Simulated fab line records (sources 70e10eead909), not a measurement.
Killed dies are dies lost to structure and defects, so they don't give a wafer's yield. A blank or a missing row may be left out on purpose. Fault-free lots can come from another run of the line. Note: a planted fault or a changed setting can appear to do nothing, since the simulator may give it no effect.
Chamber matching	flow nand_harc	NHARC_P_GATE_DEP_103 on pecvd-03 has 3 sister chambers
The step deposits SiON, target thk 30 nm. 6 wafers are shown with their chamber, then 8 later ones without.

## WAFERS PAIRED WITH THEIR CHAMBERS
wafer	chamber	heater_power_w (W)
L694.1	0	590
L694.5	2	846
L695.2	0	640
L700.1	2	713
L700.4	1	865
L701.1	1	895

## WAFERS MISSING THEIR CHAMBER
wafer	heater_power_w (W)
L701.4	725
L701.6	742
L706.1	655
L706.2	761
L706.6	649
L708.2	791
L708.3	661
L708.6	820

## THE CHAMBER EACH PASSED THROUGH
wafer	from the rows above	in truth
L701.4	can't be placed: 2 or 0 or 1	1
L701.6	can't be placed: 2 or 0 or 1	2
L706.1	can't be placed: 0 or 2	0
L706.2	can't be placed: 2 or 1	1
L706.6	can't be placed: 0 or 2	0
L708.2	can't be placed: 2 or 1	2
L708.3	can't be placed: 0 or 2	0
L708.6	can't be placed: 2 or 1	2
Correct placement for 0 of the 8. Not placeable from these rows: 8 (in 8, the candidates include the true chamber). Placed wrongly: 0.
How it was worked out, from the rows above alone: a wafer's distance from a chamber is the root of the sum, over the readings, of the square of ((its reading less the chamber's mean) divided by the reading's scatter). The wafer belongs to the nearest chamber; if the next one is less than 2 further off, it can't be placed. A chamber's mean is the mean of its shown wafers. The scatter: the root of (the sum of the squares of (reading less its chamber's mean) over the shown wafers, divided by (wafers less chambers)).
